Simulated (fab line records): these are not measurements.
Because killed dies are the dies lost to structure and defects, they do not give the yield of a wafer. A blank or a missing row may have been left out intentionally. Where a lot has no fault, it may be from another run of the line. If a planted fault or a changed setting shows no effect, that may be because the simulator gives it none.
Which tool is to blame? / flow n5_finfet / 36 wafers sampled from 12 lots at 1 step of a route of 1938

WHAT THE GAUGES SHOWED, per wafer
N5_MOL_CONTACT_COAG_OVL_MEAS_09.
lot=L075; measured=day 4 23:28; on=overlay-02; CA_OVL (nm)=-1.3 -0.3 -0.7
lot=L077; measured=day 5 08:58; on=overlay-02; CA_OVL (nm)=-1.7 -0.9 -0.7
lot=L079; measured=day 5 20:36; on=overlay-01; CA_OVL (nm)=0.0 0.0 0.0
lot=L081; measured=day 6 11:07; on=overlay-02; CA_OVL (nm)=-0.7 0.0 -0.1
lot=L083; measured=day 6 21:56; on=overlay-01; CA_OVL (nm)=1.2 0.5 0.6
lot=L085; measured=day 7 15:40; on=overlay-01; CA_OVL (nm)=-0.1 -0.9 -0.7
lot=L087; measured=day 8 04:59; on=overlay-01; CA_OVL (nm)=-1.4 0.0 -1.2
lot=L089; measured=day 8 06:43; on=overlay-01; CA_OVL (nm)=-0.5 -0.1 -0.1
lot=L090; measured=day 9 03:12; on=overlay-02; CA_OVL (nm)=0.3 -1.0 0.0
lot=L093; measured=day 9 10:56; on=overlay-02; CA_OVL (nm)=-1.5 -0.9 -0.8
lot=L095; measured=day 9 23:26; on=overlay-01; CA_OVL (nm)=-1.1 -1.1 -1.4
lot=L097; measured=day 10 15:13; on=overlay-02; CA_OVL (nm)=-0.5 0.1 0.5

WHAT TOOL EACH LOT RAN ON (gives the tool, then ch and the chambers of the sampled wafers, and finally the start)
The record holds no process step before these readings.

THE ANSWER, worked out from the rows above alone
Rule: usual is defined by the lots themselves. The widest of any qualifying gaps counts: lots, ordered by their means at a reading, are off when they make up no more than a third of the lots, leave a main group of 4 or more, and stand apart from it by 3 or more times the standard deviation of that group's means. The tables above print the reading to a certain number of digits; a main group whose means all agree to those digits is not used. Also off: a lot with no number at a reading for which 4 or more lots have one. Where the step has rows for the other lots, those lots are counted as sound.
Across all readings shown, no lot is off: no conclusion can be drawn from this.

WHAT THE SIMULATOR HAD PUT IN
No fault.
